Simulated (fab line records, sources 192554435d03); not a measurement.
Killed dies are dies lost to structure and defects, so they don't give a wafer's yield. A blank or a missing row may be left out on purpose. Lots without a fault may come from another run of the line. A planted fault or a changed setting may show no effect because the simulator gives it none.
Chamber matching | flow n5_finfet | N5_BEOL_M4_STRIP_66 on rie_diel-01: 4 sister chambers
The step strips in CF4. 4 wafers are shown with their chamber, then 10 later ones without.

WAFERS WITH THEIR CHAMBER
wafer  | chamber | showerhead_plenum_p_Torr (Torr)
L087.3 | 1       | 1.71
L087.6 | 3       | 1.76
L089.2 | 0       | 1.85
L089.5 | 2       | 1.77

WAFERS WITHOUT THEIR CHAMBER
wafer  | showerhead_plenum_p_Torr (Torr)
L089.6 | 1.71
L093.1 | 1.77
L093.2 | 1.85
L093.4 | 1.75
L095.3 | 1.85
L095.5 | 1.75
L095.6 | 1.77
L097.2 | 1.85
L097.3 | 1.91
L097.5 | 1.75

WHICH CHAMBER EACH WENT THROUGH
wafer  | from the rows above          | in truth
L089.6 | 1                            | 1
L093.1 | can't be placed: 2 or 3      | 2
L093.2 | 0                            | 0
L093.4 | can't be placed: 3 or 2 or 1 | 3
L095.3 | 0                            | 0
L095.5 | can't be placed: 3 or 2 or 1 | 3
L095.6 | can't be placed: 2 or 3      | 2
L097.2 | 0                            | 0
L097.3 | 0                            | 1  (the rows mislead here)
L097.5 | can't be placed: 3 or 2 or 1 | 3
Placed correctly: 4 of 10. Can't be placed from these rows: 5 (the true chamber is among the candidates in 5). Placed wrongly: 1.
How it was worked out, from the rows above alone: a wafer's distance from a chamber is the root of the sum, over the readings, of the square of ((its reading less the chamber's mean) divided by the reading's scatter). The wafer belongs to the nearest chamber; if the next one is less than 2 further off, it can't be placed. A chamber's mean is the mean of its shown wafers. The scatter: with one shown wafer a chamber, the root of the mean of the squares of how far each hidden wafer lies from its nearest shown one.
